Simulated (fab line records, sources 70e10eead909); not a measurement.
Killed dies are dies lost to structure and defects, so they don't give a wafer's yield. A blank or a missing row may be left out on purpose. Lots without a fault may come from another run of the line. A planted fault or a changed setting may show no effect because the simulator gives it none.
A struck lot beside a sound one | flow nand_harc | 15 steps out of a route of 1159
Sound: wafers L925.1, L925.4, L925.6. Struck: wafers L933.1, L933.5, L933.6. The cause comes at the end.
At each step with rows: each side's tool, then ch and its chambers, then its first start. Under that, the readings that differ: sound wafers | struck wafers | difference of the means | sigmas: that difference in standard deviations of wafers without a fault.
alike: readings whose means differ by less than 2 such deviations, and words and numbers that are the same on both sides. not compared: withheld readings, readings that some wafer has no value for, bounds like >300 that may hide the same value, and numbers for which the record gives no deviation and whose values overlap.
The two part at a step that has a row with sigmas, a row that says differs or no value, or rows on one side only. Numbers that don't overlap but have no deviation are shown without sigmas and don't part them. A reading that every wafer of one side lacks parts them only if that side has two wafers or more.

NHARC_P_CONTACT_INSPECT_14:
  sound on defect_inspect-01, day 6 02:34; struck on defect_inspect-02, day 8 06:33
  alike: raw_defect_count
NHARC_P_CONTACT_DESCUM_17: chemistry O2, time 3 s.
  sound on rie_diel-08 ch 1,3, day 6 02:38; struck on rie_diel-08 ch 2,3, day 8 06:37
  alike: drypump_motor_current_A, oes_product_au, rf_vpp_V, showerhead_plenum_p_Torr, throttle_valve_pct
  not compared: rf_hours_counter_h
NHARC_P_CONTACT_ETCH_35: etches the open film in CF4, target depth 39 nm, time 65 s.
  sound on rie_diel-08 ch 0,1, day 6 02:45; struck on rie_diel-08 ch 0,1,3, day 8 06:43
  alike: drypump_motor_current_A, oes_product_au, rf_fwd_power_W, rf_vpp_V, showerhead_plenum_p_Torr, throttle_valve_pct
  not compared: rf_hours_counter_h
NHARC_P_CONTACT_ETCH_36: etches the open film in N2/H2, target depth 260 nm, time 406.25 s.
  sound on rie_diel-08 ch 0,1,3; struck on rie_diel-08 ch 0,1,3
  alike: drypump_motor_current_A, oes_product_au, rf_fwd_power_W, rf_vpp_V, showerhead_plenum_p_Torr, throttle_valve_pct
  not compared: rf_hours_counter_h
NHARC_P_CONTACT_ETCH_18: etches the open film in C4F8/O2/Ar, target depth 481 nm, time 240.5 s.
  sound on rie_diel-08 ch 0,3; struck on rie_diel-08 ch 0,1,2
  alike: oes_product_au, rf_fwd_power_W, rf_vpp_V
  not compared: rf_hours_counter_h
then, 2 steps without rows for these wafers: NHARC_P_CONTACT_STRIP_37 (strips in C4F8/O2/Ar); NHARC_P_CONTACT_ETCH_31 (etches the open film in CH3F/O2, target depth 30 nm, time 85.7 s).
NHARC_P_CONTACT_CD_MEAS_19:
  sound on cd_sem-02, day 6 03:39; struck on cd_sem-02, day 8 07:29
  alike: cd_nm
NHARC_P_CONTACT_STRIP_28: strips in O2.
  sound on rie_diel-11 ch 2,3, day 6 03:44; struck on rie_diel-11 ch 0,1,2, day 8 07:36
  alike: drypump_motor_current_A, oes_product_au, rf_vpp_V, showerhead_plenum_p_Torr, throttle_valve_pct
  not compared: rf_hours_counter_h
then, 3 steps without rows for these wafers: NHARC_P_CONTACT_STRIP_29 (strips in post etch residue remover, time 1200 s); NHARC_P_CONTACT_DEGAS_38 (time 60 s); NHARC_P_CONTACT_PRE_CLEAN_39 (time 19.5 s).
NHARC_P_CONTACT_PVD_32: deposits Ti, target thk 5 nm, time 17.7 s.
  sound on pvd_sputter-03, day 6 04:30; struck on pvd_sputter-02, day 8 08:37
  alike: throttle_valve_pct
then, 1 step without rows for these wafers: NHARC_P_CONTACT_ALD_22 (deposits TiN, target thk 3 nm, pulse time 1 s, ald cycles 150).
-- the record jumps here: 13 days lie between the struck wafers' starts before and after (it left off in module P_CONTACT and takes up again in module END, whose first step shown is number 1159 of the route) --
NHARC_END_SORT_01:
  sound on prober-02 ch 0, day 20 03:13; struck on prober-02 ch 0, day 21 19:02
  alike: killed_at_array, killed_at_other, killed_at_periphery, killed_dies, killed_open, killed_short

WHERE THEY PART
Nowhere in this record.

WHY: what the simulator had put in
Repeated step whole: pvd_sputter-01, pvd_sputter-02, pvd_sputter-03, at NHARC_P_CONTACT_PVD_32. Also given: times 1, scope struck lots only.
